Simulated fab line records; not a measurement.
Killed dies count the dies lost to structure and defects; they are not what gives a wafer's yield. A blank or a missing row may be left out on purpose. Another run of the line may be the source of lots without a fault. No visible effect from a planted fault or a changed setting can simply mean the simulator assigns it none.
Struck lot and sound lot, side by side -- flow nandHarc -- 40 steps out of a route of 1302
Sound: the wafers L481.2, L481.5, L481.6. The struck wafers were L496.1, L496.4, L496.6. At the end, the cause is stated.
Per side, at each step with rows, come the tool, then ch with its chambers, and then its first start. Under that, the readings that differ: sound wafers -- struck wafers -- difference of the means -- sigmas: that difference in standard deviations of wafers without a fault.
alike: words and numbers the same on both sides, and readings whose means are apart by under 2 such deviations; not compared: readings that were withheld, readings missing a value for some wafer, numbers with overlapping values and no deviation given by the record, and bounds like >300 which may hide the same value.
The two part at a step that has a row with sigmas, a row that says differs or no value, or rows on one side only. Non-overlapping numbers with no deviation appear without sigmas and do not part them. A reading that every wafer of one side lacks parts them only if that side has two wafers or more.

NHARC_A_CHANNEL_HOLE_D1_CD_MEAS_30:
  struck on cdSem-03, day 17 04:12; sound on cdSem-02, day 10 20:11
  alike: cdNm
after that, 1 step had no rows for these wafers: NHARC_A_CHANNEL_HOLE_D1_XSEM_31.
NHARC_A_CHANNEL_HOLE_D1_INSPECT_40:
  struck on defectInspect-02, day 17 04:23; sound on defectInspect-02, day 10 20:23
  alike: rawDefectCount
then, 4 steps without rows for these wafers: NHARC_A_CHANNEL_FILL_D1_PRECLEAN_00 (cleans in SC1); NHARC_A_CHANNEL_FILL_D1_SRD_01; NHARC_A_CHANNEL_FILL_D1_ALD_02 (deposits SiO2, target thk 6 nm, pulse time 10 s, ald cycles 60); NHARC_A_CHANNEL_FILL_D1_ALD_03 (deposits SiNx, target thk 6 nm, pulse time 60 s, ald cycles 58).
NHARC_A_CHANNEL_FILL_D1_ALD_14: deposits SiO2, target thk 2.5 nm, pulse time 10 s, ald cycles 25.
  sound on aldHk-04 ch 0,1, day 11 05:54; struck on aldHk-01 ch 1,3, day 17 11:36
  alike: heaterPowerW, precursorPulseHeightRel
NHARC_A_CHANNEL_FILL_D1_ALD_15: deposits SiNx, target thk 2 nm, pulse time 60 s, ald cycles 19.
  sound on aldSinBatch-01 ch 0; struck on aldSinBatch-01 ch 0
  alike: chamberPressureTorr, precursorPulseHeightRel
NHARC_A_CHANNEL_FILL_D1_ALD_16: deposits SiO2, target thk 1.5 nm, pulse time 10 s, ald cycles 15.
  sound on aldHk-03 ch 1,2,3, day 11 11:10; struck on aldHk-04 ch 0,2, day 17 16:46
  alike: heaterPowerW, precursorPulseHeightRel
then, 2 steps without rows for these wafers: NHARC_A_CHANNEL_FILL_D1_ANNEAL_17 (time 1800 s); NHARC_A_CHANNEL_FILL_D1_CVD_18 (deposits poly-Si, target thk 3 nm).
NHARC_A_CHANNEL_FILL_D1_ETCHBACK_19: etches the open film in HBr/Cl2, target depth 5 nm, time 1.7 s.
  sound on rieSi-05 ch 1,2,3, day 11 23:02; struck on rieSi-03 ch 0,1, day 18 04:38
reading,sound,struck,difference,sigmas
oesProductAu (a.u.),0.991 0.968 0.978,1.013 1.008 1.008,+0.031,+2
  alike: drypumpMotorCurrentA, rfFwdPowerW, throttleValvePct
  not compared: rfHoursCounterH
then, 6 steps without rows for these wafers: NHARC_A_CHANNEL_FILL_D1_ETCHBACK_20 (etches the open film in C4F8/O2/Ar, target depth 27 nm, time 13.5 s); NHARC_A_CHANNEL_FILL_D1_STRIP_28 (strips in O2, time 20 s); NHARC_A_CHANNEL_FILL_D1_PRECLEAN_21 (cleans in dHF, time 30 s); NHARC_A_CHANNEL_FILL_D1_SRD_23; NHARC_A_CHANNEL_FILL_D1_CVD_05 (deposits poly-Si, target thk 5 nm); NHARC_A_CHANNEL_FILL_D1_ANNEAL_22 (time 7200 s).
NHARC_A_CHANNEL_FILL_D1_THK_MEAS_06: measures by ellipsometry.
  struck on filmMetro-02, day 18 17:05; sound on filmMetro-01, day 12 11:01
  alike: thkNm
then, 6 steps without rows for these wafers: NHARC_A_CHANNEL_FILL_D1_ALD_25 (deposits SiOx, target thk 60 nm, pulse time 10 s, ald cycles 600); NHARC_A_CHANNEL_FILL_D1_ETCHBACK_08 (etches the open film in C4F8, target depth 220 nm, time 110 s); NHARC_A_CHANNEL_FILL_D1_STRIP_29 (strips in O2, time 20 s); NHARC_A_CHANNEL_FILL_D1_PRECLEAN_30 (cleans in dHF, time 30 s); NHARC_A_CHANNEL_FILL_D1_SRD_31; NHARC_A_CHANNEL_FILL_D1_CVD_09 (deposits poly-Si, target thk 150 nm, time 3000 s).
NHARC_A_CHANNEL_FILL_D1_CMP_10: polishes, target thk 150 nm.
  sound on cmp-04 ch 2,3, day 12 22:32; struck on cmp-02 ch 1,2,3, day 19 04:54
  alike: motorCurrentA, retainingRingPressureFrac, timeToEndpointS
then, 10 steps without rows for these wafers: NHARC_A_CHANNEL_FILL_D1_SRD_12; NHARC_A_DECK1_JOINT_ETCHBACK_07 (etches the open film in HBr, target depth 105 nm, time 26.9 s); NHARC_A_DECK1_JOINT_ETCH_25 (etches SiO2 in dHF, target depth 0.5 nm); NHARC_A_DECK1_JOINT_ETCH_19 (etches poly-Si in TMAH, target depth 3 nm); NHARC_A_DECK1_JOINT_ETCH_18 (etches SiO2 in dHF, target depth 3 nm); NHARC_A_DECK1_JOINT_WET_08 (chemistry H3PO4, time 86 s); NHARC_A_DECK1_JOINT_ETCH_09 (etches SiO2 in dHF, target depth 5 nm); NHARC_A_DECK1_JOINT_WET_10 (chemistry H3PO4, time 86 s); NHARC_A_DECK1_JOINT_ETCH_11 (etches SiO2 in dHF, target depth 35 nm); NHARC_A_DECK1_JOINT_CVD_12 (deposits poly-Si, target thk 90 nm, time 1800 s).
NHARC_A_DECK1_JOINT_CMP_13: polishes, target thk 51.023 nm.
  sound on cmp-03 ch 0,2,3, day 13 09:20; struck on cmp-01 ch 0,1,2, day 19 15:40
  alike: motorCurrentA, retainingRingPressureFrac, timeToEndpointS
NHARC_A_DECK1_JOINT_THK_MEAS_14: measures by ellipsometry.
  struck on filmMetro-01, day 19 15:55; sound on filmMetro-01, day 13 09:31
  alike: thkNm
-- record jumps: 13 days between struck wafers' starts before vs after; left off in module A_DECK1_JOINT, resumes in module END, first step shown is number 1302 of the route --
NHARC_END_SORT_01:
  the record has rows for the struck wafers here (prober-01 ch 0, day 32 19:14) and none for the sound ones

WHERE THEY PART
Earliest at NHARC_A_CHANNEL_FILL_D1_ETCHBACK_19; latest, in this record, at NHARC_END_SORT_01.

WHY: what the simulator had put in
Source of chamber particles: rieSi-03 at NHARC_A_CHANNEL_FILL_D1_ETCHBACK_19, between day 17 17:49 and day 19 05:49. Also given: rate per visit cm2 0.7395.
